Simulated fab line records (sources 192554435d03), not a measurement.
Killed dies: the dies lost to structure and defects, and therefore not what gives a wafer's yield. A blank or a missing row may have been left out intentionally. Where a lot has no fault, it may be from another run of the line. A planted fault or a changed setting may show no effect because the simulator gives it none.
Split-lot study / flow n5_finfet / 21 wafers read from 7 lots, route of 1938 steps

## SPLIT DETAILS
At N5_BEOL_M7_ETCH_66 (etches SOC in N2/H2, target depth 80 nm, overetch 16 nm, time 120 s), the setting time_s was moved away from the recipe's 120 s on 3 of the 21 wafers read, by -22.0% to +7.7%. This setting was run at the recipe's value on the other wafers.

The reading comes from the split's own step.

## THE READING
SiARC_of_BEOL_M7_COAT_64.thk_nm (the simulator's own value, which no gauge read), in nm, at N5_BEOL_M7_ETCH_66 (etches SOC in N2/H2, target depth 80 nm, overetch 16 nm, time 120 s). The file does not state a usual value for it. The 18 wafers here that ran the recipe average 6.4 nm, standard deviation 0.046 nm.

wafer=L075.1; tool, chamber at the split=rie_diel-06, 0,1; time_s as run, s=120; against the recipe=recipe; SiARC_of_BEOL_M7_COAT_64.thk_nm, nm=6.4; against lot-mates on the recipe=-
wafer=L075.2; tool, chamber at the split=rie_diel-06, 0,1; time_s as run, s=120; against the recipe=recipe; SiARC_of_BEOL_M7_COAT_64.thk_nm, nm=6.4; against lot-mates on the recipe=-
wafer=L075.3; tool, chamber at the split=rie_diel-06, 2; time_s as run, s=120; against the recipe=recipe; SiARC_of_BEOL_M7_COAT_64.thk_nm, nm=6.6; against lot-mates on the recipe=-
wafer=L076.2; tool, chamber at the split=rie_diel-03, 2; time_s as run, s=120; against the recipe=recipe; SiARC_of_BEOL_M7_COAT_64.thk_nm, nm=6.4; against lot-mates on the recipe=-
wafer=L076.4; tool, chamber at the split=rie_diel-03, 2; time_s as run, s=120; against the recipe=recipe; SiARC_of_BEOL_M7_COAT_64.thk_nm, nm=6.4; against lot-mates on the recipe=-
wafer=L076.6; tool, chamber at the split=rie_diel-03, 2; time_s as run, s=120; against the recipe=recipe; SiARC_of_BEOL_M7_COAT_64.thk_nm, nm=6.4; against lot-mates on the recipe=-
wafer=L081.2; tool, chamber at the split=rie_diel-03, 0,2,2; time_s as run, s=120; against the recipe=recipe; SiARC_of_BEOL_M7_COAT_64.thk_nm, nm=6.4; against lot-mates on the recipe=-
wafer=L081.3; tool, chamber at the split=rie_diel-03, 0,2,2; time_s as run, s=120; against the recipe=recipe; SiARC_of_BEOL_M7_COAT_64.thk_nm, nm=6.4; against lot-mates on the recipe=-
wafer=L081.6; tool, chamber at the split=rie_diel-03, 0,2,2; time_s as run, s=120; against the recipe=recipe; SiARC_of_BEOL_M7_COAT_64.thk_nm, nm=6.4; against lot-mates on the recipe=-
wafer=L086.1; tool, chamber at the split=rie_diel-01, 1,0,0; time_s as run, s=120; against the recipe=recipe; SiARC_of_BEOL_M7_COAT_64.thk_nm, nm=6.4; against lot-mates on the recipe=-
wafer=L086.3; tool, chamber at the split=rie_diel-01, 1,0,0; time_s as run, s=120; against the recipe=recipe; SiARC_of_BEOL_M7_COAT_64.thk_nm, nm=6.4; against lot-mates on the recipe=-
wafer=L086.5; tool, chamber at the split=rie_diel-01, 1,0,0; time_s as run, s=120; against the recipe=recipe; SiARC_of_BEOL_M7_COAT_64.thk_nm, nm=6.4; against lot-mates on the recipe=-
wafer=L087.3; tool, chamber at the split=rie_diel-03, 2; time_s as run, s=93.55; against the recipe=-22.0%; SiARC_of_BEOL_M7_COAT_64.thk_nm, nm=7.6; against lot-mates on the recipe=+1.2
wafer=L087.4; tool, chamber at the split=rie_diel-03, 1,3; time_s as run, s=120; against the recipe=recipe; SiARC_of_BEOL_M7_COAT_64.thk_nm, nm=6.4; against lot-mates on the recipe=-
wafer=L087.5; tool, chamber at the split=rie_diel-03, 1,3; time_s as run, s=120; against the recipe=recipe; SiARC_of_BEOL_M7_COAT_64.thk_nm, nm=6.4; against lot-mates on the recipe=-
wafer=L091.2; tool, chamber at the split=rie_diel-03, 2,0; time_s as run, s=120; against the recipe=recipe; SiARC_of_BEOL_M7_COAT_64.thk_nm, nm=6.4; against lot-mates on the recipe=-
wafer=L091.4; tool, chamber at the split=rie_diel-03, 2,0; time_s as run, s=120; against the recipe=recipe; SiARC_of_BEOL_M7_COAT_64.thk_nm, nm=6.4; against lot-mates on the recipe=-
wafer=L091.3; tool, chamber at the split=rie_diel-03, 1; time_s as run, s=102.2; against the recipe=-14.8%; SiARC_of_BEOL_M7_COAT_64.thk_nm, nm=7.2; against lot-mates on the recipe=+0.8
wafer=L092.1; tool, chamber at the split=rie_diel-03, 3; time_s as run, s=129.2; against the recipe=+7.7%; SiARC_of_BEOL_M7_COAT_64.thk_nm, nm=6; against lot-mates on the recipe=-0.4
wafer=L092.4; tool, chamber at the split=rie_diel-03, 0,1; time_s as run, s=120; against the recipe=recipe; SiARC_of_BEOL_M7_COAT_64.thk_nm, nm=6.4; against lot-mates on the recipe=-
wafer=L092.6; tool, chamber at the split=rie_diel-03, 0,1; time_s as run, s=120; against the recipe=recipe; SiARC_of_BEOL_M7_COAT_64.thk_nm, nm=6.4; against lot-mates on the recipe=-
When a row names more than one chamber, that row covers several wafers, and the file does not tell which wafer ran in which chamber.

THE FIT
A straight line over all 21 wafers: SiARC_of_BEOL_M7_COAT_64.thk_nm changes by -0.0537 nm for each +1% of time_s; r = -0.99; the points scatter about the line by 0.045 nm.
The same after taking each lot's own level away (the mean of its wafers on the recipe; 21 wafers): -0.0541 nm for each +1%; r = -0.99; scatter 0.038 nm.
That fit puts the effect of the largest move of time_s on the reading at 1.2 nm.
The lots' own levels span 6.40 to 6.47 nm, that is 1.5 times the standard deviation above.
Consequently the slope shifts little with the lot-to-lot level, the two slopes agreeing.
Check: with one of the wafers moved furthest among these (-22.0%) left out of the fit, the line predicts +1.18 nm for it against its lot-mates. Against them it came out at +1.2 nm.

## FURTHER SPLITS ON THESE WAFERS
Other splits were also applied to these wafers ahead of the reading. Each is held against what the fit with the lots' levels taken away leaves over:
other split on the same wafers=N5_BEOL_M6_DESCUM_33 time_s; wafers away from the commonest value=5; r with SiARC_of_BEOL_M7_COAT_64.thk_nm (lot level and that fit taken away)=+0.25

## THE FILE'S OWN FIT
SiARC_of_BEOL_M7_COAT_64.thk_nm changes by -0.0541 nm for each +1% of time_s, r = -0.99.
